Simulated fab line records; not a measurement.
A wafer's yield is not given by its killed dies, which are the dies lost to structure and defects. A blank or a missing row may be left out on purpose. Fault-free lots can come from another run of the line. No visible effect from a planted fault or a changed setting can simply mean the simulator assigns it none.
Check of tool commonality || flow n5Finfet || Sample size 10 lots and 29 wafers

## REASON IT WAS OPENED
On 2 of the 10 lots, a flag is raised at N5_BEOL_M12_CD_MEAS_10 on the reading cdNm. Wafers without a fault read 139.6 nm, standard deviation 1.4.
Rule: a lot is flagged in two cases, either no wafer of it has a number, or all its wafers with numbers fall more than 4 standard deviations from that mean. As for the other lots, they are considered sound.

{"lot": "L629", "measured": "day 10 11:05", "on": "cdSem-02", "cdNm (nm), wafer by wafer": "137.3 138.5 138.9", "flag": ""}
{"lot": "L631", "measured": "day 10 20:26", "on": "cdSem-02", "cdNm (nm), wafer by wafer": "139.2 140.8 141.0", "flag": ""}
{"lot": "L630", "measured": "day 10 22:59", "on": "cdSem-02", "cdNm (nm), wafer by wafer": "139.9 139.3 140.4", "flag": ""}
{"lot": "L637", "measured": "day 12 13:10", "on": "cdSem-03", "cdNm (nm), wafer by wafer": "152.1 150.9", "flag": "FLAGGED"}
{"lot": "L640", "measured": "day 13 04:02", "on": "cdSem-03", "cdNm (nm), wafer by wafer": "150.3 150.0 150.9", "flag": "FLAGGED"}
{"lot": "L641", "measured": "day 13 16:03", "on": "cdSem-02", "cdNm (nm), wafer by wafer": "139.6 137.8 140.1", "flag": ""}
{"lot": "L642", "measured": "day 14 14:27", "on": "cdSem-02", "cdNm (nm), wafer by wafer": "141.5 139.7 140.6", "flag": ""}
{"lot": "L649", "measured": "day 15 16:59", "on": "cdSem-02", "cdNm (nm), wafer by wafer": "138.3 139.3 139.2", "flag": ""}
{"lot": "L648", "measured": "day 15 19:46", "on": "cdSem-01", "cdNm (nm), wafer by wafer": "138.1 138.0 137.4", "flag": ""}
{"lot": "L652", "measured": "day 16 23:18", "on": "cdSem-02", "cdNm (nm), wafer by wafer": "141.2 141.7 140.3", "flag": ""}
The numbers of the flagged lots are 150.8 nm on average: +11.2 nm against the usual, or +8 standard deviations.

## TOOL THAT RAN EACH LOT
The record holds 2 process steps before the reading, out of a route of 1938 steps. Every cell lists first the tool, next ch and the chambers used by the sampled wafers, and last the start.
{"lot": "L629", "flag": "", "N5_BEOL_M11_CURE_72": "uvCure-02 ch 2, day 10 08:28", "N5_BEOL_M12_EXPOSE_07": "krfScanner-02 ch 0, day 10 10:55"}
{"lot": "L631", "flag": "", "N5_BEOL_M11_CURE_72": "uvCure-02 ch 1, day 10 16:34", "N5_BEOL_M12_EXPOSE_07": "krfScanner-02 ch 0, day 10 20:16"}
{"lot": "L630", "flag": "", "N5_BEOL_M11_CURE_72": "uvCure-02 ch 0, day 10 19:48", "N5_BEOL_M12_EXPOSE_07": "krfScanner-01 ch 0, day 10 22:49"}
{"lot": "L637", "flag": "FLAGGED", "N5_BEOL_M11_CURE_72": "uvCure-01 ch 0, day 12 08:41", "N5_BEOL_M12_EXPOSE_07": "krfScanner-01 ch 0, day 12 13:01"}
{"lot": "L640", "flag": "FLAGGED", "N5_BEOL_M11_CURE_72": "uvCure-02 ch 1, day 13 00:11", "N5_BEOL_M12_EXPOSE_07": "krfScanner-01 ch 0, day 13 03:53"}
{"lot": "L641", "flag": "", "N5_BEOL_M11_CURE_72": "uvCure-02 ch 2, day 13 12:13", "N5_BEOL_M12_EXPOSE_07": "krfScanner-02 ch 0, day 13 15:53"}
{"lot": "L642", "flag": "", "N5_BEOL_M11_CURE_72": "uvCure-01 ch 2, day 14 11:13", "N5_BEOL_M12_EXPOSE_07": "krfScanner-02 ch 0, day 14 14:17"}
{"lot": "L649", "flag": "", "N5_BEOL_M11_CURE_72": "uvCure-03 ch 0, day 15 13:48", "N5_BEOL_M12_EXPOSE_07": "krfScanner-02 ch 0, day 15 16:49"}
{"lot": "L648", "flag": "", "N5_BEOL_M11_CURE_72": "uvCure-02 ch 0, day 15 16:52", "N5_BEOL_M12_EXPOSE_07": "krfScanner-02 ch 0, day 15 19:36"}
{"lot": "L652", "flag": "", "N5_BEOL_M11_CURE_72": "uvCure-02 ch 0, day 16 20:14", "N5_BEOL_M12_EXPOSE_07": "krfScanner-02 ch 0, day 16 23:08"}
What these steps do:
- N5_BEOL_M11_CURE_72: cures SiCOH lowk, time 120 s.
- N5_BEOL_M12_EXPOSE_07: exposes mask V11.
- N5_BEOL_M12_CD_MEAS_10: target cd 140 nm.

## FLAGGED AGAINST TOTAL, ONE TOOL AT A TIME (gauges that did the reading follow at the end)
{"step": "N5_BEOL_M11_CURE_72", "tool": "uvCure-01", "lots run": 2, "flagged": 1, "share of the flagged lots": "some", "sound lots run after its first flagged lot": "1 (L642)"}
{"step": "N5_BEOL_M11_CURE_72", "tool": "uvCure-02", "lots run": 7, "flagged": 1, "share of the flagged lots": "some", "sound lots run after its first flagged lot": "3 (L641,L648,L652)"}
{"step": "N5_BEOL_M11_CURE_72", "tool": "uvCure-03", "lots run": 1, "flagged": 0, "share of the flagged lots": "none", "sound lots run after its first flagged lot": "-"}
{"step": "N5_BEOL_M12_EXPOSE_07", "tool": "krfScanner-01", "lots run": 3, "flagged": 2, "share of the flagged lots": "all", "sound lots run after its first flagged lot": 0}
{"step": "N5_BEOL_M12_EXPOSE_07", "tool": "krfScanner-02", "lots run": 7, "flagged": 0, "share of the flagged lots": "none", "sound lots run after its first flagged lot": "-"}
{"step": "N5_BEOL_M12_CD_MEAS_10", "tool": "cdSem-01", "lots run": 1, "flagged": 0, "share of the flagged lots": "none", "sound lots run after its first flagged lot": "-"}
{"step": "N5_BEOL_M12_CD_MEAS_10", "tool": "cdSem-02", "lots run": 7, "flagged": 0, "share of the flagged lots": "none", "sound lots run after its first flagged lot": "-"}
{"step": "N5_BEOL_M12_CD_MEAS_10", "tool": "cdSem-03", "lots run": 2, "flagged": 2, "share of the flagged lots": "all", "sound lots run after its first flagged lot": 0}

## THE TABLE: WHAT IT ALLOWS
krfScanner-01 at N5_BEOL_M12_EXPOSE_07 and cdSem-03 at N5_BEOL_M12_CD_MEAS_10 are the 2 rows of the table that ran each flagged lot.
- krfScanner-01 at N5_BEOL_M12_EXPOSE_07: 2 of its 3 lots flagged. Its last sound lot is L630 (day 10 22:49), its first flagged lot L637 (day 12 13:01): a fault that began between those two fits. Its own readings lie more than 4 standard deviations out on every wafer of the flagged lots: exposureDoseMJCm2.
- cdSem-03 at N5_BEOL_M12_CD_MEAS_10: 2 of its 2 lots flagged. The start can't be narrowed down: in this sample, it ran no sound lot prior to its first flagged lot.
These 2 tools cannot be told apart by counting lots, since each of them fits a fault that started at some hour. More lots, or a look at what each step does to the wafer, might.

## WHAT THE SIMULATOR HAD INSERTED
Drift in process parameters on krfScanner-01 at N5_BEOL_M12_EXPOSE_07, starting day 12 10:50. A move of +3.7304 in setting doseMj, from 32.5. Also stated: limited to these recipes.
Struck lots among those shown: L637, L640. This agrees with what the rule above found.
